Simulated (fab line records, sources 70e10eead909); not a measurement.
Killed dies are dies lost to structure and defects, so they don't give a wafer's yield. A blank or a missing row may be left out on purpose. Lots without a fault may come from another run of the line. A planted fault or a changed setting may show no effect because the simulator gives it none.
Chamber matching | flow nand_harc | NHARC_A_STAIRCASE_DESCUM_168 on rie_diel-06: 4 sister chambers
The step chemistry O2, time 3 s. 22 wafers are shown with their chamber, then 11 later ones without.

WAFERS WITH THEIR CHAMBER
wafer  | chamber | drypump_motor_current_A (A) | showerhead_plenum_p_Torr (Torr) | oes_product_au (a.u.)
L074.2 | 2       | 5.2                         | 2.06                            | 0.993
L074.5 | 0       | 5.8                         | 1.93                            | 0.987
L074.6 | 1       | 6.0                         | 1.96                            | 1.006
L076.3 | 3       | 6.4                         | 1.88                            | 1.004
L076.4 | 0       | 5.8                         | 1.92                            | 0.985
L076.6 | 1       | 5.9                         | 1.96                            | 1.001
L080.3 | 3       | 6.5                         | 1.88                            | 1.002
L080.5 | 1       | 5.9                         | 1.96                            | 1.003
L080.6 | 0       | 5.8                         | 1.92                            | 1.001
L083.1 | 2       | 5.2                         | 2.05                            | 0.981
L083.5 | 0       | 5.8                         | 1.92                            | 1.005
L083.6 | 3       | 6.4                         | 1.87                            | 0.999
L084.1 | 3       | 6.4                         | 1.87                            | 1.010
L084.3 | 2       | 5.2                         | 2.05                            | 0.984
L084.5 | 2       | 5.2                         | 2.05                            | 0.990
L086.1 | 2       | 5.2                         | 2.05                            | 0.996
L086.3 | 3       | 6.4                         | 1.87                            | 1.001
L086.4 | 0       | 5.8                         | 1.92                            | 1.005
L088.1 | 0       | 5.8                         | 1.92                            | 1.004
L088.2 | 2       | 5.2                         | 2.04                            | 1.004
L088.5 | 2       | 5.2                         | 2.04                            | 1.002
L090.1 | 2       | 5.2                         | 2.04                            | 1.004

SIGNATURES (means of the wafers above)
reading                  | chamber 0 | chamber 1 | chamber 2 | chamber 3 | scatter within a chamber
drypump_motor_current_A  | 5.800     | 5.933     | 5.200     | 6.420     | 0.0285
showerhead_plenum_p_Torr | 1.9217    | 1.9600    | 2.0475    | 1.8740    | 0.00554
oes_product_au           | 0.99783   | 1.00333   | 0.99425   | 1.00320   | 0.00771
Rule: a wafer's distance from a chamber is the root of the sum, over the readings, of the square of ((its reading less the chamber's mean) divided by the reading's scatter). The wafer belongs to the nearest chamber; if the next one is less than 2 further off, it can't be placed. The scatter: the root of (the sum of the squares of (reading less its chamber's mean) over the shown wafers, divided by (wafers less chambers)).

WAFERS WITHOUT THEIR CHAMBER
wafer  | drypump_motor_current_A (A) | showerhead_plenum_p_Torr (Torr) | oes_product_au (a.u.)
L090.4 | 6.4                         | 1.87                            | 0.990
L090.5 | 5.8                         | 1.91                            | 1.009
L093.2 | 5.8                         | 1.91                            | 1.002
L093.3 | 6.4                         | 1.87                            | 0.996
L093.6 | 5.2                         | 2.04                            | 0.998
L092.1 | 5.8                         | 1.91                            | 1.006
L092.2 | 5.2                         | 2.04                            | 1.003
L092.6 | 6.0                         | 1.94                            | 1.006
L091.1 | 5.2                         | 2.04                            | 1.009
L091.4 | 5.8                         | 1.91                            | 1.009
L091.5 | 5.8                         | 1.91                            | 1.008

WHICH CHAMBER EACH WENT THROUGH
wafer  | from the rows above | in truth
L090.4 | 3                   | 3
L090.5 | 0                   | 0
L093.2 | 0                   | 0
L093.3 | 3                   | 3
L093.6 | 2                   | 2
L092.1 | 0                   | 0
L092.2 | 2                   | 2
L092.6 | 1                   | 1
L091.1 | 2                   | 2
L091.4 | 0                   | 0
L091.5 | 0                   | 0
Placed correctly: 11 of 11. Can't be placed from these rows: 0. Placed wrongly: 0.
